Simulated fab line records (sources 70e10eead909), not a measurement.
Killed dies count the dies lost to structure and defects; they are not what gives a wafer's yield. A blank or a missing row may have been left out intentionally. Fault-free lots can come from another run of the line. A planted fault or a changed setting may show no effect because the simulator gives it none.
Chamber matching -- flow nand harc -- 4 sister chambers for NHARC_A_CHANNEL_FILL_D1_ALD_14 on ald hk-03
The step deposits SiO2, target thk 2.5 nm, pulse time 10 s, ald cycles 25. 8 wafers are shown with their chamber, then 8 later ones without.

## EACH WAFER AND ITS CHAMBER
wafer,chamber,heater power outer w (W),heater power w (W)
L077.6,2,294,570
L080.1,3,220,413
L080.2,2,303,572
L080.6,0,263,458
L082.3,3,219,416
L082.4,1,317,510
L082.6,1,316,509
L083.1,0,265,445

## WAFERS WHOSE CHAMBER IS MISSING
wafer,heater power outer w (W),heater power w (W)
L083.5,214,406
L083.6,266,443
L085.2,213,410
L085.4,302,570
L085.6,216,423
L087.3,267,443
L087.4,214,413
L087.5,312,513

## WHICH CHAMBER EACH ONE RAN IN
wafer,from the rows above,in truth
L083.5,3,3
L083.6,0,0
L085.2,3,3
L085.4,2,2
L085.6,3,3
L087.3,0,0
L087.4,3,3
L087.5,1,1
Correctly placed: 8 of 8. Left unplaced by these rows: 0. Placed wrongly: 0.
How it was worked out, from the rows above alone: a wafer's distance from a chamber is the root of the sum, over the readings, of the square of ((its reading less the chamber's mean) divided by the reading's scatter). The wafer belongs to the nearest chamber; if the next one is less than 2 further off, it can't be placed. Each chamber's mean is taken over the wafers shown for it. The scatter is the square root of a quotient: the sum, over the shown wafers, of each reading's squared deviation from its chamber's mean, divided by wafers minus chambers.
